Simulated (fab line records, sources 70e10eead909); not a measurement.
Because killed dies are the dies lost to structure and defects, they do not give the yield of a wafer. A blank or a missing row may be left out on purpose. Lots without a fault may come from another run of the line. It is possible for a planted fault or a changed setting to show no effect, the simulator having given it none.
Matching of chambers -- flow nand_harc -- NHARC_A_SLIT_ETCH_29 on rie_diel-09: 4 sister chambers
The step etches the open film in CF4/O2, target depth 100 nm, overetch 10 nm, time 55 s. 4 wafers are shown with their chamber, then 7 later ones without.

## WAFERS, EACH WITH ITS CHAMBER
wafer,chamber,drypump_motor_current_A (A)
L086.1,3,6.0
L085.5,0,5.2
L090.1,1,6.4
L090.3,2,5.1

## WAFERS WITH NO CHAMBER GIVEN
wafer,drypump_motor_current_A (A)
L090.5,5.3
L091.4,6.0
L091.5,6.3
L091.6,5.3
L095.3,5.1
L095.5,5.3
L095.6,6.0

## WHICH CHAMBER EACH WENT THROUGH
wafer,from the rows above,in truth
L090.5,can't be placed: 0 or 2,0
L091.4,3,3
L091.5,1,1
L091.6,can't be placed: 0 or 2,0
L095.3,can't be placed: 2 or 0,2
L095.5,can't be placed: 0 or 2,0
L095.6,3,3
3 of 7 placed correctly. Can't be placed from these rows: 4 (the true chamber is among the candidates in 4). Number placed wrongly: 0.
How it was worked out, from the rows above alone: a wafer's distance from a chamber is the root of the sum, over the readings, of the square of ((its reading less the chamber's mean) divided by the reading's scatter). If the next closest chamber is less than 2 further off than the closest, the wafer can't be placed; otherwise it belongs to the closest. A chamber's mean is the mean of its shown wafers. The scatter: root of mean squared gap, hidden wafer to nearest shown wafer, with one shown wafer a chamber.
